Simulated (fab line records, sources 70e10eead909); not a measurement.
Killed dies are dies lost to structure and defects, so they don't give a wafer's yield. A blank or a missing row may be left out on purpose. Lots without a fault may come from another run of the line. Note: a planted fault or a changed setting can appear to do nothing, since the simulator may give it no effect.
Which tool is to blame? / flow nand_harc / 12 lots (36 wafers sampled), 1 step of a 1159-step route

## WHAT THE GAUGES SHOWED, per wafer
NHARC_P_M0_INSPECT_11.
lot=L075; measured=day 5 22:23; on=defect_inspect-01; raw_defect_count=3 3 5
lot=L077; measured=day 6 12:41; on=defect_inspect-02; raw_defect_count=3 3 1
lot=L079; measured=day 7 00:01; on=defect_inspect-01; raw_defect_count=5 2 4
lot=L080; measured=day 7 07:58; on=defect_inspect-01; raw_defect_count=3 1 2
lot=L082; measured=day 8 03:04; on=defect_inspect-02; raw_defect_count=10 7 7
lot=L085; measured=day 9 01:45; on=defect_inspect-01; raw_defect_count=0 3 6
lot=L087; measured=day 9 07:24; on=defect_inspect-01; raw_defect_count=4 4 5
lot=L090; measured=day 10 00:59; on=defect_inspect-02; raw_defect_count=2 1 6
lot=L092; measured=day 10 04:43; on=defect_inspect-02; raw_defect_count=7 4 4
lot=L093; measured=day 10 11:03; on=defect_inspect-02; raw_defect_count=2 2 9
lot=L095; measured=day 11 00:34; on=defect_inspect-02; raw_defect_count=1 2 7
lot=L097; measured=day 11 14:38; on=defect_inspect-02; raw_defect_count=0 1 2

## EACH LOT AND THE TOOL THAT RAN IT (in order: tool; ch and the chambers of the sampled wafers; start)
No process step before these readings appears in the record.

## THE ANSWER, worked out from the rows above alone
Rule: the usual values come from the lots themselves. The widest of any qualifying gaps counts: lots, ordered by their means at a reading, are off when they make up no more than a third of the lots, leave a main group of 4 or more, and stand apart from it by 3 or more times the standard deviation of that group's means. Not used: any main group whose means are identical at the precision the tables above print for the reading. A lot without any number at a reading at which 4 lots or more have one is off too. Any other lot the step has rows for is counted as sound.
None of the lots is off at any reading shown; this tells nothing.

## WHAT THE SIMULATOR PUT IN
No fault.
